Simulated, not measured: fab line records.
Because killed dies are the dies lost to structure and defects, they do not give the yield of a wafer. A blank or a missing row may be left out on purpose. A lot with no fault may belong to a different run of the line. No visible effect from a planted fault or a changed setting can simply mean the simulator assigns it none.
Chamber matching    flow nandHarc    NHARC_P_M0_STRIP_18 on rieDiel-01: 4 sister chambers
The step strips in N2/H2. 16 wafers are shown with their chamber, then 8 later ones without.

WAFERS, EACH WITH ITS CHAMBER
wafer   chamber  showerheadPlenumPTorr (Torr)  drypumpMotorCurrentA (A)  oesProductAu (a.u.)
L709.2  1        2.09                          5.41                      0.995
L709.4  2        2.17                          6.09                      0.968
L709.5  2        2.17                          6.07                      0.967
L711.2  3        2.04                          5.84                      0.992
L711.4  2        2.17                          6.03                      0.970
L711.6  1        2.09                          5.41                      1.000
L713.1  0        2.14                          6.08                      0.998
L713.3  1        2.09                          5.40                      1.001
L713.6  0        2.14                          6.09                      0.997
L721.2  2        2.17                          6.01                      0.969
L721.3  1        2.09                          5.42                      0.996
L721.4  3        2.03                          5.83                      1.002
L722.1  2        2.17                          6.06                      0.972
L722.3  3        2.03                          5.84                      0.995
L722.4  0        2.14                          6.10                      1.008
L728.1  3        2.03                          5.87                      0.974

SIGNATURES (averages over the wafers above)
reading                chamber 0  chamber 1  chamber 2  chamber 3  scatter within a chamber
showerheadPlenumPTorr  2.1400     2.0900     2.1700     2.0325     0.0025
drypumpMotorCurrentA   6.0900     5.4100     6.0520     5.8450     0.0212
oesProductAu           1.00100    0.99800    0.96920    0.99075    0.00672
Rule: a wafer's distance from a chamber is the root of the sum, over the readings, of the square of ((its reading less the chamber's mean) divided by the reading's scatter). If the next closest chamber is less than 2 further off than the closest, the wafer can't be placed; otherwise it belongs to the closest. The scatter is the square root of a quotient: the sum, over the shown wafers, of each reading's squared deviation from its chamber's mean, divided by wafers minus chambers.

WAFERS WITH NO CHAMBER GIVEN
wafer   showerheadPlenumPTorr (Torr)  drypumpMotorCurrentA (A)  oesProductAu (a.u.)
L728.3  2.14                          6.11                      0.996
L728.5  2.03                          5.87                      0.977
L727.2  2.14                          6.06                      0.989
L727.3  2.09                          5.45                      0.994
L727.5  2.03                          5.86                      0.987
L729.1  2.14                          6.09                      0.994
L729.4  2.03                          5.88                      0.975
L729.6  2.14                          6.08                      0.985

WHICH CHAMBER EACH WENT THROUGH
wafer   from the rows above  in truth
L728.3  0                    0
L728.5  3                    3
L727.2  0                    0
L727.3  1                    1
L727.5  3                    3
L729.1  0                    0
L729.4  3                    3
L729.6  0                    0
Correct placement for 8 of the 8. Not placeable from these rows: 0. 0 placed wrongly.
